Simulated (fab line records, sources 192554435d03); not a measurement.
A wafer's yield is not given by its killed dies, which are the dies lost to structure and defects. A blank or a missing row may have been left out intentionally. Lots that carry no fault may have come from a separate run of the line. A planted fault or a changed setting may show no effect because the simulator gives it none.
fab line records || flow n5_finfet
record: {"lots": 5, "wafers": 15, "last_day": 16}
route steps=1938 shown WELL_APT@32
lots untouched by any fault: they come from a run of this same line in which no faults occurred
start_h: start of the lot's first displayed wafer, in hours after the record's first day || wait_h: time in hours since the lot's previous step || " identical to the entry in the row above || L1.1+2: a row that stands for several wafers || - either no value or no given start || * or withheld: withheld || < > ~ a bound
route shown NAME@n: names a module that has steps shown in the file, with the first one's number in the route || usual: the fault-free wafers' mean and standard deviation || same: alike in all rows || chamber/n: place in a boat || sites: the reading at each site || _std_site: the standard deviation of these || _edge_site: inner sites' mean taken away from outer sites' mean || radius_mm: for every site, how far away it sits from the centre of the wafer || mask NAME#n: copy n || behind: the most recent tool/chamber to have shaped the wafer || hold: reason for holding the lot/hours on hold/outcome of the hold || device: the transistor (n, p or np) that didn't switch || end of line: the same wafers' tests at the end of the route || for a step that has no rows: nothing shown but its recipe || killed: the dies lost at the first sort to structure and to defects; this is not the yield of the wafer || map: a wafer's dies, marking killed ones x, the rest . and places with no die _
set.NAME: the setting the step ran with; set.NAME@STEP: the setting that earlier step ran with || model.NAME: the simulator's own value behind a step, which no gauge read
lots seen at some steps along the route; tables by step, rows by wafer
services: when a tool's chamber went out of use (start_h, in hours from the record's first day, below 0 if earlier), for how many hours, and the reason
== steps ==
step: N5_WELL_APT_IMPLANT_14
recipe: {"species": "P", "energy_kev": 160, "dose_cm2": 1.5e+13, "tilt_deg": 0, "rotation_deg": 0}
{"lot.wafer": "L076.1+3+4", "tool": "implanter-01", "chamber": 0, "start_h": 26.22, "wait_h": 0.1}
{"lot.wafer": "L080.2+3+6", "tool": "implanter-02", "chamber": 0, "start_h": 49.90, "wait_h": 0.1}
{"lot.wafer": "L084.1+2+5", "tool": "implanter-01", "chamber": 0, "start_h": 73.79, "wait_h": 0.1}
{"lot.wafer": "L088.2+5+6", "tool": "implanter-01", "chamber": 0, "start_h": 98.09, "wait_h": 0.1}
{"lot.wafer": "L092.4+5+6", "tool": "implanter-01", "chamber": 0, "start_h": 130.00, "wait_h": 0.1}
step: N5_WELL_APT_IMPLANT_15
recipe: {"species": "As", "energy_kev": 25, "dose_cm2": 1.5e+13, "tilt_deg": 0, "rotation_deg": 0}
{"lot.wafer": "L076.1+3+4", "tool": "implanter-01", "chamber": 0, "start_h": 26.40, "wait_h": 0.1}
{"lot.wafer": "L080.2+3+6", "tool": "implanter-02", "chamber": 0, "start_h": 50.08, "wait_h": 0.1}
{"lot.wafer": "L084.1+2+5", "tool": "implanter-01", "chamber": 0, "start_h": 73.97, "wait_h": 0.1}
{"lot.wafer": "L088.2+5+6", "tool": "implanter-01", "chamber": 0, "start_h": 98.27, "wait_h": 0.1}
{"lot.wafer": "L092.4+5+6", "tool": "implanter-01", "chamber": 0, "start_h": 130.18, "wait_h": 0.1}
step: N5_WELL_APT_STRIP_16
recipe: {"chemistry": "SPM", "time_s": 900, "temp_c": 130, "h2so4_h2o2_vol_ratio": 4, "dry": "ipa_marangoni"}
usual: {"bath_guard_temp_C": "129.9/0.53"}
{"lot.wafer": "L076.1", "tool": "wet_bench-01", "chamber": 4, "start_h": 26.60, "wait_h": 0.2, "bath_guard_temp_C": 129.5}
{"lot.wafer": "L076.3", "tool": "wet_bench-01", "chamber": 6, "start_h": 26.60, "wait_h": 0.2, "bath_guard_temp_C": 130.1}
{"lot.wafer": "L076.4", "tool": "wet_bench-01", "chamber": 3, "start_h": 26.60, "wait_h": 0.2, "bath_guard_temp_C": 129.9}
{"lot.wafer": "L080.2", "tool": "wet_bench-01", "chamber": 6, "start_h": 50.26, "wait_h": 0.1, "bath_guard_temp_C": 130.4}
{"lot.wafer": "L080.3", "tool": "wet_bench-01", "chamber": 2, "start_h": 50.26, "wait_h": 0.1, "bath_guard_temp_C": 130.6}
{"lot.wafer": "L080.6", "tool": "wet_bench-01", "chamber": 0, "start_h": 50.26, "wait_h": 0.1, "bath_guard_temp_C": 130.2}
{"lot.wafer": "L084.1", "tool": "wet_bench-04", "chamber": 5, "start_h": 74.17, "wait_h": 0.2, "bath_guard_temp_C": 129.6}
{"lot.wafer": "L084.2", "tool": "wet_bench-04", "chamber": 3, "start_h": 74.17, "wait_h": 0.2, "bath_guard_temp_C": 130.0}
{"lot.wafer": "L084.5", "tool": "wet_bench-04", "chamber": 4, "start_h": 74.17, "wait_h": 0.2, "bath_guard_temp_C": 130.0}
{"lot.wafer": "L088.2", "tool": "wet_bench-05", "chamber": 5, "start_h": 98.45, "wait_h": 0.1, "bath_guard_temp_C": 130.6}
{"lot.wafer": "L088.5", "tool": "wet_bench-05", "chamber": 6, "start_h": 98.45, "wait_h": 0.1, "bath_guard_temp_C": 129.4}
{"lot.wafer": "L088.6", "tool": "wet_bench-05", "chamber": 2, "start_h": 98.45, "wait_h": 0.1, "bath_guard_temp_C": 129.5}
{"lot.wafer": "L092.4", "tool": "wet_bench-05", "chamber": 6, "start_h": 130.30, "wait_h": 0.1, "bath_guard_temp_C": 128.9}
{"lot.wafer": "L092.5", "tool": "wet_bench-05", "chamber": 3, "start_h": 130.30, "wait_h": 0.1, "bath_guard_temp_C": 130.7}
{"lot.wafer": "L092.6", "tool": "wet_bench-05", "chamber": 1, "start_h": 130.30, "wait_h": 0.1, "bath_guard_temp_C": 129.7}
step: N5_WELL_APT_HMDS_18
recipe: {"time_s": 60, "temp_c": 120}
{"lot.wafer": "L076.1+3+4", "tool": "litho_track-04", "chamber": 0, "start_h": 26.88, "wait_h": 0.0}
{"lot.wafer": "L080.2+3+6", "tool": "litho_track-05", "chamber": 0, "start_h": 50.53, "wait_h": 0.0}
{"lot.wafer": "L084.1+2+5", "tool": "litho_track-01", "chamber": 0, "start_h": 74.45, "wait_h": 0.0}
{"lot.wafer": "L088.2+5+6", "tool": "litho_track-01", "chamber": 0, "start_h": 98.73, "wait_h": 0.0}
{"lot.wafer": "L092.4+5+6", "tool": "litho_track-05", "chamber": 0, "start_h": 130.82, "wait_h": 0.0}
step: N5_WELL_APT_COAT_19
recipe: {"spin_rpm": 1357, "resist_thk_nm": 950}
{"lot.wafer": "L076.1+3+4", "tool": "litho_track-04", "chamber": 0, "start_h": "-", "wait_h": "-"}
{"lot.wafer": "L080.2+3+6", "tool": "litho_track-05", "chamber": 0, "start_h": "-", "wait_h": "-"}
{"lot.wafer": "L084.1+2+5", "tool": "litho_track-01", "chamber": 0, "start_h": "-", "wait_h": "-"}
{"lot.wafer": "L088.2+5+6", "tool": "litho_track-01", "chamber": 0, "start_h": "-", "wait_h": "-"}
{"lot.wafer": "L092.4+5+6", "tool": "litho_track-05", "chamber": 0, "start_h": "-", "wait_h": "-"}
step: N5_WELL_APT_EBR_21
recipe: {"solvent": "PGMEA", "ebr_width_mm": 1.5}
{"lot.wafer": "L076.1+3+4", "tool": "litho_track-04", "chamber": 0, "start_h": "-", "wait_h": "-"}
{"lot.wafer": "L080.2+3+6", "tool": "litho_track-05", "chamber": 0, "start_h": "-", "wait_h": "-"}
{"lot.wafer": "L084.1+2+5", "tool": "litho_track-01", "chamber": 0, "start_h": "-", "wait_h": "-"}
{"lot.wafer": "L088.2+5+6", "tool": "litho_track-01", "chamber": 0, "start_h": "-", "wait_h": "-"}
{"lot.wafer": "L092.4+5+6", "tool": "litho_track-05", "chamber": 0, "start_h": "-", "wait_h": "-"}
step: N5_WELL_APT_SOFTBAKE_20
recipe: {"temp_c": 130, "time_s": 60}
{"lot.wafer": "L076.1+3+4", "tool": "litho_track-04", "chamber": 0, "start_h": "-", "wait_h": "-"}
{"lot.wafer": "L080.2+3+6", "tool": "litho_track-05", "chamber": 0, "start_h": "-", "wait_h": "-"}
{"lot.wafer": "L084.1+2+5", "tool": "litho_track-01", "chamber": 0, "start_h": "-", "wait_h": "-"}
{"lot.wafer": "L088.2+5+6", "tool": "litho_track-01", "chamber": 0, "start_h": "-", "wait_h": "-"}
{"lot.wafer": "L092.4+5+6", "tool": "litho_track-05", "chamber": 0, "start_h": "-", "wait_h": "-"}
step: N5_WELL_APT_EXPOSE_22
recipe: {"mask_id": "PWELL", "na": 0.8, "source_shape": "conventional", "sigma_outer": 0.8, "polarization": "unpolarized", "defocus_nm": 0, "target_cd_nm": 200, "dose_mj": 23.2}
usual: {"stage_vel_mm_s": "500.00/0.23"}
{"lot.wafer": "L076.1", "tool": "krf_scanner-01", "chamber": 0, "start_h": 27.10, "wait_h": "-", "mask": "PWELL#0", "stage_vel_mm_s": 499.88}
{"lot.wafer": "L076.3", "tool": "krf_scanner-01", "chamber": 0, "start_h": 27.10, "wait_h": "-", "mask": "PWELL#0", "stage_vel_mm_s": 500.03}
{"lot.wafer": "L076.4", "tool": "krf_scanner-01", "chamber": 0, "start_h": 27.10, "wait_h": "-", "mask": "PWELL#0", "stage_vel_mm_s": 499.81}
{"lot.wafer": "L080.2", "tool": "krf_scanner-02", "chamber": 0, "start_h": 50.76, "wait_h": "-", "mask": "PWELL#0", "stage_vel_mm_s": 499.95}
{"lot.wafer": "L080.3", "tool": "krf_scanner-02", "chamber": 0, "start_h": 50.76, "wait_h": "-", "mask": "PWELL#0", "stage_vel_mm_s": 500.20}
{"lot.wafer": "L080.6", "tool": "krf_scanner-02", "chamber": 0, "start_h": 50.76, "wait_h": "-", "mask": "PWELL#0", "stage_vel_mm_s": 499.49}
{"lot.wafer": "L084.1", "tool": "krf_scanner-01", "chamber": 0, "start_h": 74.55, "wait_h": "-", "mask": "PWELL#0", "stage_vel_mm_s": 499.92}
{"lot.wafer": "L084.2", "tool": "krf_scanner-01", "chamber": 0, "start_h": 74.55, "wait_h": "-", "mask": "PWELL#0", "stage_vel_mm_s": 500.00}
{"lot.wafer": "L084.5", "tool": "krf_scanner-01", "chamber": 0, "start_h": 74.55, "wait_h": "-", "mask": "PWELL#0", "stage_vel_mm_s": 500.08}
{"lot.wafer": "L088.2", "tool": "krf_scanner-02", "chamber": 0, "start_h": 98.96, "wait_h": "-", "mask": "PWELL#0", "stage_vel_mm_s": 499.95}
{"lot.wafer": "L088.5", "tool": "krf_scanner-02", "chamber": 0, "start_h": 98.96, "wait_h": "-", "mask": "PWELL#0", "stage_vel_mm_s": 499.95}
{"lot.wafer": "L088.6", "tool": "krf_scanner-02", "chamber": 0, "start_h": 98.96, "wait_h": "-", "mask": "PWELL#0", "stage_vel_mm_s": 500.06}
{"lot.wafer": "L092.4", "tool": "krf_scanner-02", "chamber": 0, "start_h": 131.20, "wait_h": "-", "mask": "PWELL#0", "stage_vel_mm_s": 500.24}
{"lot.wafer": "L092.5", "tool": "krf_scanner-02", "chamber": 0, "start_h": 131.20, "wait_h": "-", "mask": "PWELL#0", "stage_vel_mm_s": 499.97}
{"lot.wafer": "L092.6", "tool": "krf_scanner-02", "chamber": 0, "start_h": 131.20, "wait_h": "-", "mask": "PWELL#0", "stage_vel_mm_s": 499.71}
step: N5_WELL_APT_PEB_23
recipe: {"peb_temp_c": 130, "peb_time_s": 90}
{"lot.wafer": "L076.1+3+4", "tool": "litho_track-04", "chamber": 0, "start_h": 27.16, "wait_h": 0.1}
{"lot.wafer": "L080.2+3+6", "tool": "litho_track-05", "chamber": 0, "start_h": 50.81, "wait_h": 0.0}
{"lot.wafer": "L084.1+2+5", "tool": "litho_track-04", "chamber": 0, "start_h": 74.61, "wait_h": 0.1}
{"lot.wafer": "L088.2+5+6", "tool": "litho_track-05", "chamber": 0, "start_h": 99.01, "wait_h": 0.0}
{"lot.wafer": "L092.4+5+6", "tool": "litho_track-01", "chamber": 0, "start_h": 131.24, "wait_h": 0.0}
step: N5_WELL_APT_DEVELOP_24
recipe: {"develop_time_s": 45, "rinse_liquid": "surfactant_rinse", "dry": "air_spin", "dev_temp_c": 21}
{"lot.wafer": "L076.1+3+4", "tool": "litho_track-04", "chamber": 0, "start_h": "-", "wait_h": "-"}
{"lot.wafer": "L080.2+3+6", "tool": "litho_track-05", "chamber": 0, "start_h": "-", "wait_h": "-"}
{"lot.wafer": "L084.1+2+5", "tool": "litho_track-04", "chamber": 0, "start_h": "-", "wait_h": "-"}
{"lot.wafer": "L088.2+5+6", "tool": "litho_track-05", "chamber": 0, "start_h": "-", "wait_h": "-"}
{"lot.wafer": "L092.4+5+6", "tool": "litho_track-01", "chamber": 0, "start_h": "-", "wait_h": "-"}
step: N5_WELL_APT_HARDBAKE_29
recipe: {"temp_c": 130, "time_s": 120}
{"lot.wafer": "L076.1+3+4", "tool": "litho_track-04", "chamber": 0, "start_h": "-", "wait_h": "-"}
{"lot.wafer": "L080.2+3+6", "tool": "litho_track-05", "chamber": 0, "start_h": "-", "wait_h": "-"}
{"lot.wafer": "L084.1+2+5", "tool": "litho_track-04", "chamber": 0, "start_h": "-", "wait_h": "-"}
{"lot.wafer": "L088.2+5+6", "tool": "litho_track-05", "chamber": 0, "start_h": "-", "wait_h": "-"}
{"lot.wafer": "L092.4+5+6", "tool": "litho_track-01", "chamber": 0, "start_h": "-", "wait_h": "-"}
step: N5_WELL_APT_CD_MEAS_25
recipe: {"target_cd_nm": 200, "landing_energy_ev": 500, "detector": "se_inlens"}
usual: {"cd_nm": "199.8/2"}
{"lot.wafer": "L076.1", "tool": "cd_sem-01", "chamber": 0, "start_h": 27.28, "wait_h": "-", "cd_nm": 197.4}
{"lot.wafer": "L076.3", "tool": "cd_sem-01", "chamber": 0, "start_h": 27.28, "wait_h": "-", "cd_nm": 200.8}
{"lot.wafer": "L076.4", "tool": "cd_sem-01", "chamber": 0, "start_h": 27.28, "wait_h": "-", "cd_nm": 200.7}
{"lot.wafer": "L080.2", "tool": "cd_sem-01", "chamber": 0, "start_h": 50.93, "wait_h": "-", "cd_nm": 196.2}
{"lot.wafer": "L080.3", "tool": "cd_sem-01", "chamber": 0, "start_h": 50.93, "wait_h": "-", "cd_nm": 196.4}
{"lot.wafer": "L080.6", "tool": "cd_sem-01", "chamber": 0, "start_h": 50.93, "wait_h": "-", "cd_nm": 199.0}
{"lot.wafer": "L084.1", "tool": "cd_sem-02", "chamber": 0, "start_h": 74.72, "wait_h": "-", "cd_nm": 198.6}
{"lot.wafer": "L084.2", "tool": "cd_sem-02", "chamber": 0, "start_h": 74.72, "wait_h": "-", "cd_nm": 200.8}
{"lot.wafer": "L084.5", "tool": "cd_sem-02", "chamber": 0, "start_h": 74.72, "wait_h": "-", "cd_nm": 203.5}
{"lot.wafer": "L088.2", "tool": "cd_sem-03", "chamber": 0, "start_h": 99.13, "wait_h": "-", "cd_nm": 198.8}
{"lot.wafer": "L088.5", "tool": "cd_sem-03", "chamber": 0, "start_h": 99.13, "wait_h": "-", "cd_nm": 200.7}
{"lot.wafer": "L088.6", "tool": "cd_sem-03", "chamber": 0, "start_h": 99.13, "wait_h": "-", "cd_nm": 202.3}
{"lot.wafer": "L092.4", "tool": "cd_sem-02", "chamber": 0, "start_h": 131.36, "wait_h": "-", "cd_nm": 199.1}
{"lot.wafer": "L092.5", "tool": "cd_sem-02", "chamber": 0, "start_h": 131.36, "wait_h": "-", "cd_nm": 195.9}
{"lot.wafer": "L092.6", "tool": "cd_sem-02", "chamber": 0, "start_h": 131.36, "wait_h": "-", "cd_nm": 199.0}
step: N5_WELL_APT_OVL_MEAS_26
recipe: {"points_per_wafer": 44}
usual: {"PWELL_OVL": "4/5.1"}
same: {"points_per_wafer": 44}
{"lot.wafer": "L076.1", "tool": "overlay-01", "chamber": 0, "start_h": 27.31, "wait_h": 0.0, "PWELL_OVL[nm]": 4}
{"lot.wafer": "L076.3", "tool": "overlay-01", "chamber": 0, "start_h": 27.31, "wait_h": 0.0, "PWELL_OVL[nm]": -1}
{"lot.wafer": "L076.4", "tool": "overlay-01", "chamber": 0, "start_h": 27.31, "wait_h": 0.0, "PWELL_OVL[nm]": 2}
{"lot.wafer": "L080.2", "tool": "overlay-02", "chamber": 0, "start_h": 50.96, "wait_h": 0.0, "PWELL_OVL[nm]": 7}
{"lot.wafer": "L080.3", "tool": "overlay-02", "chamber": 0, "start_h": 50.96, "wait_h": 0.0, "PWELL_OVL[nm]": -5}
{"lot.wafer": "L080.6", "tool": "overlay-02", "chamber": 0, "start_h": 50.96, "wait_h": 0.0, "PWELL_OVL[nm]": 8}
{"lot.wafer": "L084.1", "tool": "overlay-01", "chamber": 0, "start_h": 74.75, "wait_h": 0.0, "PWELL_OVL[nm]": 9}
{"lot.wafer": "L084.2", "tool": "overlay-01", "chamber": 0, "start_h": 74.75, "wait_h": 0.0, "PWELL_OVL[nm]": -1}
{"lot.wafer": "L084.5", "tool": "overlay-01", "chamber": 0, "start_h": 74.75, "wait_h": 0.0, "PWELL_OVL[nm]": 5}
{"lot.wafer": "L088.2", "tool": "overlay-02", "chamber": 0, "start_h": 99.16, "wait_h": 0.0, "PWELL_OVL[nm]": 3}
{"lot.wafer": "L088.5", "tool": "overlay-02", "chamber": 0, "start_h": 99.16, "wait_h": 0.0, "PWELL_OVL[nm]": 2}
{"lot.wafer": "L088.6", "tool": "overlay-02", "chamber": 0, "start_h": 99.16, "wait_h": 0.0, "PWELL_OVL[nm]": 0}
{"lot.wafer": "L092.4", "tool": "overlay-01", "chamber": 0, "start_h": 131.39, "wait_h": 0.0, "PWELL_OVL[nm]": -2}
{"lot.wafer": "L092.5", "tool": "overlay-01", "chamber": 0, "start_h": 131.39, "wait_h": 0.0, "PWELL_OVL[nm]": 3}
{"lot.wafer": "L092.6", "tool": "overlay-01", "chamber": 0, "start_h": 131.39, "wait_h": 0.0, "PWELL_OVL[nm]": -4}
step: N5_WELL_APT_INSPECT_27
recipe: {"mode": "adi", "inspect_instrument": "macro"}
usual: {"raw_defect_count": "2.2/1.6"}
{"lot.wafer": "L076.1", "tool": "defect_inspect-01", "chamber": "-", "start_h": 27.33, "wait_h": 0.0, "raw_defect_count": 3}
{"lot.wafer": "L076.3", "tool": "defect_inspect-01", "chamber": "-", "start_h": 27.33, "wait_h": 0.0, "raw_defect_count": 4}
{"lot.wafer": "L076.4", "tool": "defect_inspect-01", "chamber": "-", "start_h": 27.33, "wait_h": 0.0, "raw_defect_count": 1}
{"lot.wafer": "L080.2", "tool": "defect_inspect-02", "chamber": "-", "start_h": 50.98, "wait_h": 0.0, "raw_defect_count": 3}
{"lot.wafer": "L080.3", "tool": "defect_inspect-02", "chamber": "-", "start_h": 50.98, "wait_h": 0.0, "raw_defect_count": 4}
{"lot.wafer": "L080.6", "tool": "defect_inspect-02", "chamber": "-", "start_h": 50.98, "wait_h": 0.0, "raw_defect_count": 4}
{"lot.wafer": "L084.1", "tool": "defect_inspect-02", "chamber": "-", "start_h": 74.77, "wait_h": 0.0, "raw_defect_count": 2}
{"lot.wafer": "L084.2", "tool": "defect_inspect-02", "chamber": "-", "start_h": 74.77, "wait_h": 0.0, "raw_defect_count": 1}
{"lot.wafer": "L084.5", "tool": "defect_inspect-02", "chamber": "-", "start_h": 74.77, "wait_h": 0.0, "raw_defect_count": 5}
{"lot.wafer": "L088.2", "tool": "defect_inspect-01", "chamber": "-", "start_h": 99.18, "wait_h": 0.0, "raw_defect_count": 1}
{"lot.wafer": "L088.5", "tool": "defect_inspect-01", "chamber": "-", "start_h": 99.18, "wait_h": 0.0, "raw_defect_count": 5}
{"lot.wafer": "L088.6", "tool": "defect_inspect-01", "chamber": "-", "start_h": 99.18, "wait_h": 0.0, "raw_defect_count": 2}
{"lot.wafer": "L092.4", "tool": "defect_inspect-02", "chamber": "-", "start_h": 131.41, "wait_h": 0.0, "raw_defect_count": 2}
{"lot.wafer": "L092.5", "tool": "defect_inspect-02", "chamber": "-", "start_h": 131.41, "wait_h": 0.0, "raw_defect_count": 1}
{"lot.wafer": "L092.6", "tool": "defect_inspect-02", "chamber": "-", "start_h": 131.41, "wait_h": 0.0, "raw_defect_count": 0}
step: N5_WELL_APT_DESCUM_30
recipe: {"chemistry": "O2", "time_s": 7.9, "source_power_w": 50, "bias_power_w": 20, "pressure_mtorr": 20, "rf_frequency_hz": 2.712e+07, "temp_c": 40, "o2_flow_sccm": 225}
usual: {"drypump_motor_current_A": "5.8/0.49", "oes_product_au": "0.77/0.098", "rf_vpp_V": "243.4/1.2", "showerhead_plenum_p_Torr": "2.11/0.069", "throttle_valve_pct": "20.35/0.18"}
{"lot.wafer": "L076.1", "tool": "rie_diel-04", "chamber": 3, "start_h": 27.36, "wait_h": 0.0, "drypump_motor_current_A": 6.5, "oes_product_au": 0.76, "rf_hours_counter_h": 144, "rf_vpp_V": 244.2, "showerhead_plenum_p_Torr": 2.19, "throttle_valve_pct": 20.47}
{"lot.wafer": "L076.3", "tool": "rie_diel-04", "chamber": 0, "start_h": 27.36, "wait_h": 0.0, "drypump_motor_current_A": 5.2, "oes_product_au": 0.69, "rf_hours_counter_h": 209, "rf_vpp_V": 242.6, "showerhead_plenum_p_Torr": 2.06, "throttle_valve_pct": 20.04}
{"lot.wafer": "L076.4", "tool": "rie_diel-04", "chamber": 0, "start_h": 27.36, "wait_h": 0.0, "drypump_motor_current_A": 5.2, "oes_product_au": 0.69, "rf_hours_counter_h": "-", "rf_vpp_V": 243.1, "showerhead_plenum_p_Torr": 2.06, "throttle_valve_pct": 20.06}
{"lot.wafer": "L080.2", "tool": "rie_diel-02", "chamber": 0, "start_h": 51.02, "wait_h": 0.0, "drypump_motor_current_A": 5.8, "oes_product_au": 0.76, "rf_hours_counter_h": 144, "rf_vpp_V": 241.4, "showerhead_plenum_p_Torr": 2.01, "throttle_valve_pct": 20.29}
{"lot.wafer": "L080.3", "tool": "rie_diel-02", "chamber": 1, "start_h": 51.02, "wait_h": 0.0, "drypump_motor_current_A": 5.2, "oes_product_au": 0.94, "rf_hours_counter_h": 10, "rf_vpp_V": 245.5, "showerhead_plenum_p_Torr": 2.14, "throttle_valve_pct": 20.19}
{"lot.wafer": "L080.6", "tool": "rie_diel-02", "chamber": 1, "start_h": 51.02, "wait_h": 0.0, "drypump_motor_current_A": 5.2, "oes_product_au": 0.94, "rf_hours_counter_h": "-", "rf_vpp_V": 243.0, "showerhead_plenum_p_Torr": 2.14, "throttle_valve_pct": 20.19}
{"lot.wafer": "L084.1", "tool": "rie_diel-04", "chamber": 0, "start_h": 74.87, "wait_h": 0.1, "drypump_motor_current_A": 5.2, "oes_product_au": 0.68, "rf_hours_counter_h": 227, "rf_vpp_V": 242.4, "showerhead_plenum_p_Torr": 2.05, "throttle_valve_pct": 20.08}
{"lot.wafer": "L084.2", "tool": "rie_diel-04", "chamber": 2, "start_h": 74.87, "wait_h": 0.1, "drypump_motor_current_A": 5.8, "oes_product_au": 0.72, "rf_hours_counter_h": 205, "rf_vpp_V": 243.6, "showerhead_plenum_p_Torr": 2.05, "throttle_valve_pct": 20.37}
{"lot.wafer": "L084.5", "tool": "rie_diel-04", "chamber": 3, "start_h": 74.87, "wait_h": 0.1, "drypump_motor_current_A": 6.5, "oes_product_au": 0.75, "rf_hours_counter_h": "-", "rf_vpp_V": 244.3, "showerhead_plenum_p_Torr": 2.18, "throttle_valve_pct": 20.49}
{"lot.wafer": "L088.2", "tool": "rie_diel-04", "chamber": 1, "start_h": 99.21, "wait_h": 0.0, "drypump_motor_current_A": 5.4, "oes_product_au": 0.95, "rf_hours_counter_h": 9, "rf_vpp_V": 243.0, "showerhead_plenum_p_Torr": 2.14, "throttle_valve_pct": 20.22}
{"lot.wafer": "L088.5", "tool": "rie_diel-04", "chamber": 3, "start_h": 99.21, "wait_h": 0.0, "drypump_motor_current_A": 6.5, "oes_product_au": 0.73, "rf_hours_counter_h": "-", "rf_vpp_V": 244.0, "showerhead_plenum_p_Torr": 2.18, "throttle_valve_pct": 20.53}
{"lot.wafer": "L088.6", "tool": "rie_diel-04", "chamber": 0, "start_h": 99.21, "wait_h": 0.0, "drypump_motor_current_A": 5.2, "oes_product_au": 0.68, "rf_hours_counter_h": "-", "rf_vpp_V": 240.8, "showerhead_plenum_p_Torr": 2.05, "throttle_valve_pct": 20.10}
{"lot.wafer": "L092.4", "tool": "rie_diel-05", "chamber": 0, "start_h": 131.45, "wait_h": 0.0, "drypump_motor_current_A": 5.8, "oes_product_au": 0.95, "rf_hours_counter_h": 10, "rf_vpp_V": 243.1, "showerhead_plenum_p_Torr": 2.04, "throttle_valve_pct": 20.21}
{"lot.wafer": "L092.5", "tool": "rie_diel-05", "chamber": 1, "start_h": 131.45, "wait_h": 0.0, "drypump_motor_current_A": 5.7, "oes_product_au": 0.88, "rf_hours_counter_h": "-", "rf_vpp_V": 242.8, "showerhead_plenum_p_Torr": 2.04, "throttle_valve_pct": 20.41}
{"lot.wafer": "L092.6", "tool": "rie_diel-05", "chamber": 0, "start_h": 131.45, "wait_h": 0.0, "drypump_motor_current_A": 5.8, "oes_product_au": 0.94, "rf_hours_counter_h": "-", "rf_vpp_V": 244.0, "showerhead_plenum_p_Torr": 2.04, "throttle_valve_pct": 20.21}
step: N5_WELL_APT_IMPLANT_31
recipe: {"species": "B", "energy_kev": 60, "dose_cm2": 1.5e+13, "tilt_deg": 0, "rotation_deg": 0}
{"lot.wafer": "L076.1+3+4", "tool": "implanter-02", "chamber": 0, "start_h": 27.46, "wait_h": 0.1}
{"lot.wafer": "L080.2+3+6", "tool": "implanter-02", "chamber": 0, "start_h": 51.14, "wait_h": 0.1}
{"lot.wafer": "L084.1+2+5", "tool": "implanter-01", "chamber": 0, "start_h": 74.97, "wait_h": 0.1}
{"lot.wafer": "L088.2+5+6", "tool": "implanter-02", "chamber": 0, "start_h": 99.34, "wait_h": 0.1}
{"lot.wafer": "L092.4+5+6", "tool": "implanter-02", "chamber": 0, "start_h": 131.63, "wait_h": 0.2}
step: N5_WELL_APT_IMPLANT_32
recipe: {"species": "BF2", "energy_kev": 50, "dose_cm2": 2e+13, "tilt_deg": 0, "rotation_deg": 0}
{"lot.wafer": "L076.1+3+4", "tool": "implanter-02", "chamber": 0, "start_h": 27.64, "wait_h": 0.1}
{"lot.wafer": "L080.2+3+6", "tool": "implanter-02", "chamber": 0, "start_h": 51.32, "wait_h": 0.1}
{"lot.wafer": "L084.1+2+5", "tool": "implanter-01", "chamber": 0, "start_h": 75.15, "wait_h": 0.1}
{"lot.wafer": "L088.2+5+6", "tool": "implanter-02", "chamber": 0, "start_h": 99.52, "wait_h": 0.1}
{"lot.wafer": "L092.4+5+6", "tool": "implanter-02", "chamber": 0, "start_h": 131.81, "wait_h": 0.1}
== services ==
{"tool": "rie_diel-02", "chamber": 1, "start_h": 2.75, "hours": "-", "kind": "clean"}
{"tool": "rie_diel-02", "chamber": 1, "start_h": 2.75, "hours": "-", "kind": "consumable_replace:focus_ring"}
{"tool": "krf_scanner-01", "chamber": "-", "start_h": 8.34, "hours": 1.0, "kind": "pm"}
{"tool": "rie_diel-05", "chamber": 0, "start_h": 12.48, "hours": 17.1, "kind": "repair"}
{"tool": "krf_scanner-02", "chamber": "-", "start_h": 21.47, "hours": "-", "kind": "calibration"}
{"tool": "rie_diel-04", "chamber": "-", "start_h": 24.01, "hours": 0.4, "kind": "repair"}
{"tool": "rie_diel-04", "chamber": 2, "start_h": 26.31, "hours": 5.6, "kind": "repair"}
{"tool": "rie_diel-04", "chamber": 1, "start_h": 53.22, "hours": "-", "kind": "clean"}
{"tool": "rie_diel-04", "chamber": 1, "start_h": 53.22, "hours": "-", "kind": "consumable_replace:focus_ring"}
{"tool": "rie_diel-04", "chamber": 1, "start_h": 53.22, "hours": 22.4, "kind": "scheduled_down"}
{"tool": "rie_diel-04", "chamber": 1, "start_h": 53.22, "hours": 22.4, "kind": "vent_cycle"}
{"tool": "rie_diel-02", "chamber": 3, "start_h": 63.35, "hours": 3.5, "kind": "repair"}
{"tool": "implanter-01", "chamber": "-", "start_h": 66.60, "hours": 1.0, "kind": "repair"}
{"tool": "krf_scanner-02", "chamber": "-", "start_h": 82.87, "hours": 2.9, "kind": "repair"}
{"tool": "krf_scanner-01", "chamber": "-", "start_h": 83.95, "hours": 4.9, "kind": "repair"}
{"tool": "rie_diel-02", "chamber": "-", "start_h": 93.56, "hours": 0.3, "kind": "repair"}
{"tool": "krf_scanner-01", "chamber": "-", "start_h": 95.78, "hours": 1.3, "kind": "pm"}
{"tool": "krf_scanner-02", "chamber": "-", "start_h": 101.14, "hours": 0.8, "kind": "pm"}
{"tool": "implanter-01", "chamber": "-", "start_h": 107.90, "hours": 4.1, "kind": "pm"}
{"tool": "krf_scanner-02", "chamber": "-", "start_h": 110.26, "hours": 2.0, "kind": "repair"}
{"tool": "krf_scanner-02", "chamber": "-", "start_h": 112.27, "hours": 1.3, "kind": "pm"}
{"tool": "krf_scanner-02", "chamber": "-", "start_h": 117.71, "hours": 11.6, "kind": "pm"}
{"tool": "krf_scanner-01", "chamber": "-", "start_h": 118.91, "hours": 8.9, "kind": "repair"}
{"tool": "litho_track-05", "chamber": "-", "start_h": 120.15, "hours": "-", "kind": "consumable_replace:filter"}
== key ==
fault none
